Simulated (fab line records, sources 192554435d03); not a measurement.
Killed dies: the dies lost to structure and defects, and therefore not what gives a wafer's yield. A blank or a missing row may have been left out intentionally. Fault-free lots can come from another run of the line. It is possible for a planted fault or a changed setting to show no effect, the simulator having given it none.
Matching of chambers | flow n5-finfet | N5_BEOL_M2_ILD_DEP_00 on pecvd-03 has 3 sister chambers
The step deposits SiOC from DEMS/O2, target thk 79 nm, time 15.3 s. 6 wafers are shown with their chamber, then 7 later ones without.

== WAFERS WITH THEIR CHAMBER ==
wafer  | chamber | showerhead-vpp-V (V) | throttle-valve-pct (%)
L616.3 | 2       | 1313                 | 10.6
L620.5 | 2       | 1314                 | 10.2
L621.4 | 0       | 1506                 | 12.6
L621.5 | 1       | 1427                 | 13.2
L626.1 | 0       | 1508                 | 12.5
L626.3 | 1       | 1422                 | 12.9

== WAFERS WITHOUT THEIR CHAMBER ==
wafer  | showerhead-vpp-V (V) | throttle-valve-pct (%)
L626.4 | 1328                 | 10.5
L628.2 | 1384                 | 13.6
L628.5 | 1296                 | 10.4
L628.6 | 1469                 | 12.7
L627.3 | 1302                 | 10.4
L627.4 | 1393                 | 13.4
L627.6 | 1328                 | 10.5

== WHICH CHAMBER EACH WENT THROUGH ==
wafer  | from the rows above | in truth
L626.4 | 2                   | 2
L628.2 | 1                   | 1
L628.5 | 2                   | 2
L628.6 | 0                   | 0
L627.3 | 2                   | 2
L627.4 | 1                   | 1
L627.6 | 2                   | 2
Correct placement for 7 of the 7. From these rows, 0 cannot be placed. 0 placed wrongly.
How it was worked out, from the rows above alone: a wafer's distance from a chamber is the root of the sum, over the readings, of the square of ((its reading less the chamber's mean) divided by the reading's scatter). If the next closest chamber is less than 2 further off than the closest, the wafer can't be placed; otherwise it belongs to the closest. For every chamber, the mean is computed from those of its wafers that are shown. How the scatter is found: for the shown wafers, subtract from each reading the mean of its chamber, square and add these, divide the total by (wafers less chambers), then take the root.
